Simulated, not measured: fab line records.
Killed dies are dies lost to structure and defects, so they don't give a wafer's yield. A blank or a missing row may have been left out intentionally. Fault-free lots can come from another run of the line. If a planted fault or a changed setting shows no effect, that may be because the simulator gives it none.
Chamber matching + flow n5-finfet + N5_HKMG_FIN_STRIP_57 on rie-diel-05 has 3 sister chambers
The step strips in CF4. 3 wafers are shown with their chamber, then 8 later ones without.

## EACH WAFER AND ITS CHAMBER
| wafer  | chamber | drypump-motor-current-A (A) |
|--------|---------|-----------------------------|
| L086.5 | 0       | 5.9                         |
| L092.2 | 2       | 4.8                         |
| L092.5 | 1       | 5.1                         |

## WAFERS WITHOUT THEIR CHAMBER
| wafer  | drypump-motor-current-A (A) |
|--------|-----------------------------|
| L094.3 | 5.8                         |
| L094.5 | 5.1                         |
| L095.2 | 5.9                         |
| L095.4 | 5.1                         |
| L095.5 | 5.9                         |
| L097.3 | 4.8                         |
| L097.4 | 5.8                         |
| L097.6 | 4.8                         |

## EACH ONE'S CHAMBER
| wafer  | from the rows above | in truth |
|--------|---------------------|----------|
| L094.3 | 0                   | 0        |
| L094.5 | 1                   | 1        |
| L095.2 | 0                   | 0        |
| L095.4 | 1                   | 1        |
| L095.5 | 0                   | 0        |
| L097.3 | 2                   | 2        |
| L097.4 | 0                   | 0        |
| L097.6 | 2                   | 2        |
Correct placement for 8 of the 8. Can't be placed from these rows: 0. Wrongly placed: 0.
How it was worked out, from the rows above alone: a wafer's distance from a chamber is the root of the sum, over the readings, of the square of ((its reading less the chamber's mean) divided by the reading's scatter). If the next closest chamber is less than 2 further off than the closest, the wafer can't be placed; otherwise it belongs to the closest. The mean given for a chamber averages the wafers shown for that chamber. The scatter: root of mean squared gap, hidden wafer to nearest shown wafer, with one shown wafer a chamber.
